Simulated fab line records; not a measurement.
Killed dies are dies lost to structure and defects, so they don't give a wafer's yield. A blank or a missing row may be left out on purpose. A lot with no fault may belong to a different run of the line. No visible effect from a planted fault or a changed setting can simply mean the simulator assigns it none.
Matching of chambers	flow n5-finfet	rie-diel-06 running N5_SD_EPI_P_ETCH_36: 4 sister chambers
The step etches SiARC in CF4, target depth 45.5 nm, time 75.8 s. 8 wafers are shown with their chamber, then 9 later ones without.

EACH WAFER AND ITS CHAMBER
wafer	chamber	drypump-motor-current-A (A)	showerhead-plenum-p-Torr (Torr)
L076.1	1	5.4	2.11
L083.3	1	5.4	2.10
L084.2	2	6.1	2.15
L084.4	3	5.2	2.26
L084.5	2	6.0	2.15
L085.1	0	5.6	2.23
L085.3	3	5.2	2.26
L085.6	0	5.6	2.23

WAFERS WITHOUT THEIR CHAMBER
wafer	drypump-motor-current-A (A)	showerhead-plenum-p-Torr (Torr)
L087.1	6.1	2.15
L087.2	5.4	2.10
L087.5	6.1	2.15
L088.3	5.6	2.23
L088.4	6.1	2.15
L088.5	5.4	2.10
L090.2	5.6	2.23
L090.5	6.1	2.14
L090.6	5.2	2.26

EACH ONE'S CHAMBER
wafer	from the rows above	in truth
L087.1	2	2
L087.2	1	1
L087.5	2	2
L088.3	0	0
L088.4	2	2
L088.5	1	1
L090.2	0	0
L090.5	2	2
L090.6	3	3
9 of 9 placed correctly. From these rows, 0 cannot be placed. Number placed wrongly: 0.
How it was worked out, from the rows above alone: a wafer's distance from a chamber is the root of the sum, over the readings, of the square of ((its reading less the chamber's mean) divided by the reading's scatter). The wafer belongs to the nearest chamber; if the next one is less than 2 further off, it can't be placed. For every chamber, the mean is computed from those of its wafers that are shown. The scatter: take each reading less its chamber's mean, square it, sum over the shown wafers, divide by the number of wafers less the number of chambers, and take the root.
